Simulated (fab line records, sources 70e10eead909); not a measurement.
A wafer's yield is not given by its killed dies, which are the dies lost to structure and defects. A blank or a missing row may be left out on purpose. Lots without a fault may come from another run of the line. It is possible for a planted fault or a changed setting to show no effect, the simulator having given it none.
A lot that was struck, set against a sound lot | flow nand harc | 25 steps out of a route of 1302
Sound: the wafers L997.2, L997.5, L997.6. Wafers struck: L989.1, L989.2, L989.5. The cause comes at the end.
Each step with rows lists, per side, the tool, then ch with its chambers, then its first start. Under that, the readings that differ: sound wafers | struck wafers | difference of the means | sigmas: that difference in standard deviations of wafers without a fault.
alike: readings whose means differ by less than 2 such deviations, and words and numbers that are the same on both sides. not compared: withheld readings, readings that some wafer has no value for, bounds like >300 that may hide the same value, and numbers for which the record gives no deviation and whose values overlap.
The two part at a step that has a row with sigmas, a row that says differs or no value, or rows on one side only. Numbers that have no deviation but don't overlap get no sigmas and don't part them. A reading missing from all wafers of one side parts the sides only when that side holds two or more wafers.

first, 1 step without rows for these wafers: NHARC_P_M1_SRD_25.
NHARC_P_M1_INSPECT_27:
  sound: defect inspect-01 at day 15 10:46; struck: defect inspect-01 at day 12 09:35
  alike: raw defect count
NHARC_P_M1_PRE_CLEAN_32: time 12 s.
  sound on pecvd-01 ch 0,1,2, day 15 10:50; struck on pecvd-01 ch 0,1,2, day 12 09:40
  alike: heater power w, susceptor temp C
NHARC_P_M1_DEP_33: deposits SiCN, target thk 30 nm.
  sound on pecvd-01 ch 0,1,2, day 15 10:57; struck on pecvd-01 ch 0,1,2, day 12 09:46
  alike: heater power w, susceptor temp C
then, 7 steps without rows for these wafers: NHARC_P_M2_DEP_00 (deposits SiOC, target thk 182.5 nm); NHARC_P_M2_DEHYDRATE_01 (time 120 s); NHARC_P_M2_HMDS_02 (time 30 s); NHARC_P_M2_COAT_34 (time 65 s); NHARC_P_M2_COAT_03 (resist thk 90 nm); NHARC_P_M2_SOFTBAKE_04 (time 55 s); NHARC_P_M2_EBR_05.
NHARC_P_M2_EXPOSE_06: exposes mask P M2, target cd 170 nm.
  sound on arfi scanner-01 ch 0, day 15 11:53; struck on arfi scanner-02 ch 0, day 12 10:50
  reading              | sound             | struck            | difference | sigmas
  exposure dose mJ cm2 | 80.70 80.65 80.68 | 90.78 90.82 90.78 | +10.12     | +99 or more
  alike: mask, reticle temp C
then, 2 steps without rows for these wafers: NHARC_P_M2_PEB_07 (peb time 65 s); NHARC_P_M2_DEVELOP_08 (develop time 35 s).
NHARC_P_M2_CD_MEAS_09: target cd 170 nm.
  sound on cd sem-03 ch 0, day 15 12:02; struck on cd sem-01 ch 0, day 12 10:58
  reading    | sound             | struck            | difference | sigmas
  cd nm (nm) | 169.8 171.3 170.1 | 176.4 176.6 176.9 | +6.2       | +7
NHARC_P_M2_OVL_MEAS_10: pitch 340 nm.
  sound: overlay-02 at day 15 12:07; struck: overlay-01 at day 12 11:04
  reading           | sound       | struck         | difference | sigmas
  overlay y nm (nm) | 0.8 0.7 1.2 | -2.1 -2.0 -2.1 | -3.0       | -3
  alike: overlay x nm
NHARC_P_M2_INSPECT_11:
  sound: defect inspect-01 at day 15 12:09; struck: defect inspect-01 at day 12 11:06
  alike: raw defect count
NHARC_P_M2_DESCUM_14: chemistry O2, time 3 s.
  sound on rie diel-01 ch 0,3, day 15 12:13; struck on rie diel-01 ch 1,2,3, day 12 11:11
  reading               | sound             | struck          | difference | sigmas
  model.P_M2.cd nm (nm) | 169.4 170.6 170.4 | 177.2 176 177.3 | +6.7       |
  alike: drypump motor current A, oes product au, rf vpp V, showerhead plenum p Torr, throttle valve pct
  not compared: rf hours counter h
NHARC_P_M2_ETCH_35: etches the open film in N2/H2, target depth 40 nm, overetch 12 nm, time 43.94 s.
  sound on rie diel-01 ch 0,3, day 15 12:18; struck on rie diel-01 ch 0,2, day 12 11:15
  alike: drypump motor current A, oes product au, rf vpp V, showerhead plenum p Torr, throttle valve pct
  not compared: rf hours counter h
NHARC_P_M2_ETCH_15: etches the open film in C4F8/Ar, target depth 182.5 nm, time 91.2 s.
  sound: rie diel-01 ch 1,2; struck: rie diel-01 ch 1,3
  alike: oes product au, rf vpp V
  not compared: rf hours counter h
NHARC_P_M2_CD_MEAS_16:
  sound: cd sem-02 at day 15 12:31; struck: cd sem-03 at day 12 11:28
  reading    | sound             | struck            | difference | sigmas
  cd nm (nm) | 169.2 170.3 170.3 | 176.3 175.8 176.2 | +6.2       | +6
NHARC_P_M2_STRIP_18: strips in N2/H2.
  sound on rie diel-05 ch 0,1,3, day 15 12:38; struck on rie diel-05 ch 1,3, day 12 11:32
  alike: drypump motor current A, oes product au, rf vpp V, showerhead plenum p Torr, throttle valve pct
  not compared: rf hours counter h
NHARC_P_M2_ETCH_28: etches the open film in CF4/N2, target depth 30 nm, time 72.99 s.
  sound: rie diel-05 ch 0,1,2; struck: rie diel-05 ch 0,1
  reading               | sound           | struck            | difference | sigmas
  model.P_M2.cd nm (nm) | 170 171.4 169.3 | 175.7 177.3 178.5 | +6.9       |
  alike: drypump motor current A, oes product au, rf vpp V, showerhead plenum p Torr, throttle valve pct
  not compared: rf hours counter h
then, 2 steps without rows for these wafers: NHARC_P_M2_STRIP_19 (strips in post etch residue remover, time 600 s); NHARC_END_SORT_01.

WHERE THEY PART
Last at NHARC_P_M2_CD_MEAS_16 as far as this record goes, first at NHARC_P_M2_EXPOSE_06. Later steps at which nothing parts them and some readings are alike: NHARC_P_M2_STRIP_18, NHARC_P_M2_ETCH_28.

WHY: whatever the simulator had introduced
Process parameter drift: arfi scanner-02, from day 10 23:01 on, at NHARC_P_M2_EXPOSE_06. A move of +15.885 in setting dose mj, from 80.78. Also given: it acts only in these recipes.
